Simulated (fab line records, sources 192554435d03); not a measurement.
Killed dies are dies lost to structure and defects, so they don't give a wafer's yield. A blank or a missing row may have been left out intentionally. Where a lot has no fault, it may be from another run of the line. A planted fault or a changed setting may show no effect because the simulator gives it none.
Chamber matching ; flow n5Finfet ; rieDiel-03 running N5_BEOL_M1_STRIP_66: 4 sister chambers
The step strips in CF4. 4 wafers are shown with their chamber, then 11 later ones without.

## WAFERS PAIRED WITH THEIR CHAMBERS
wafer;chamber;showerheadPlenumPTorr (Torr)
L083.3;1;1.86
L084.2;0;1.77
L084.6;2;1.73
L086.4;3;1.77

## WAFERS WHOSE CHAMBER IS MISSING
wafer;showerheadPlenumPTorr (Torr)
L086.5;1.77
L086.6;1.73
L091.1;1.76
L091.3;1.73
L091.6;1.76
L092.3;1.85
L092.5;1.85
L092.6;1.73
L097.2;1.85
L097.3;1.72
L097.5;1.72

## WHICH CHAMBER EACH WENT THROUGH
wafer;from the rows above;in truth
L086.5;can't be placed: 0 or 3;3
L086.6;2;2
L091.1;can't be placed: 0 or 3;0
L091.3;2;2
L091.6;can't be placed: 0 or 3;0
L092.3;1;1
L092.5;1;1
L092.6;2;2
L097.2;1;1
L097.3;2;2
L097.5;2;2
Placed correctly: 8 of 11. From these rows, 3 cannot be placed; in 3 the true chamber is one of the candidates. Wrongly placed: 0.
How it was worked out, from the rows above alone: a wafer's distance from a chamber is the root of the sum, over the readings, of the square of ((its reading less the chamber's mean) divided by the reading's scatter). If the next closest chamber is less than 2 further off than the closest, the wafer can't be placed; otherwise it belongs to the closest. The mean given for a chamber averages the wafers shown for that chamber. The scatter (one wafer shown for each chamber): square how far every hidden wafer sits from the nearest shown wafer, average those squares and take the square root.
